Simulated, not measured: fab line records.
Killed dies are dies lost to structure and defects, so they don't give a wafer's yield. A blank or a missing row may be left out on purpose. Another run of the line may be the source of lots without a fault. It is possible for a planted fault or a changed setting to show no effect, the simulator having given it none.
Matching of chambers -- flow n5Finfet -- 4 sister chambers for N5_BEOL_M1_ALD_84 on aldMetal-01
The step deposits TaN, pulse time 2 s, purge time 3 s, co reactant purge time 2 s. 4 wafers are shown with their chamber, then 11 later ones without.

## WAFERS WITH THEIR CHAMBER
wafer,chamber,heaterPowerW (W)
L086.5,3,571
L087.3,0,380
L087.6,1,350
L090.1,2,421

## WAFERS WITHOUT THEIR CHAMBER
wafer,heaterPowerW (W)
L090.2,391
L090.4,564
L093.1,388
L093.2,415
L093.5,385
L094.1,356
L094.3,546
L094.5,417
L095.4,549
L095.5,567
L095.6,389

## WHICH CHAMBER EACH ONE RAN IN
wafer,from the rows above,in truth
L090.2,can't be placed: 0 or 2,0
L090.4,3,3
L093.1,0,0
L093.2,2,2
L093.5,0,0
L094.1,can't be placed: 1 or 0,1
L094.3,3,3
L094.5,2,2
L095.4,3,3
L095.5,3,3
L095.6,can't be placed: 0 or 2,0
8 of 11 placed correctly. Can't be placed from these rows: 3 (the true chamber is among the candidates in 3). Placed wrongly: 0.
How it was worked out, from the rows above alone: a wafer's distance from a chamber is the root of the sum, over the readings, of the square of ((its reading less the chamber's mean) divided by the reading's scatter). The wafer belongs to the nearest chamber; if the next one is less than 2 further off, it can't be placed. Each chamber's mean is taken over the wafers shown for it. The scatter: with one shown wafer a chamber, the root of the mean of the squares of how far each hidden wafer lies from its nearest shown one.
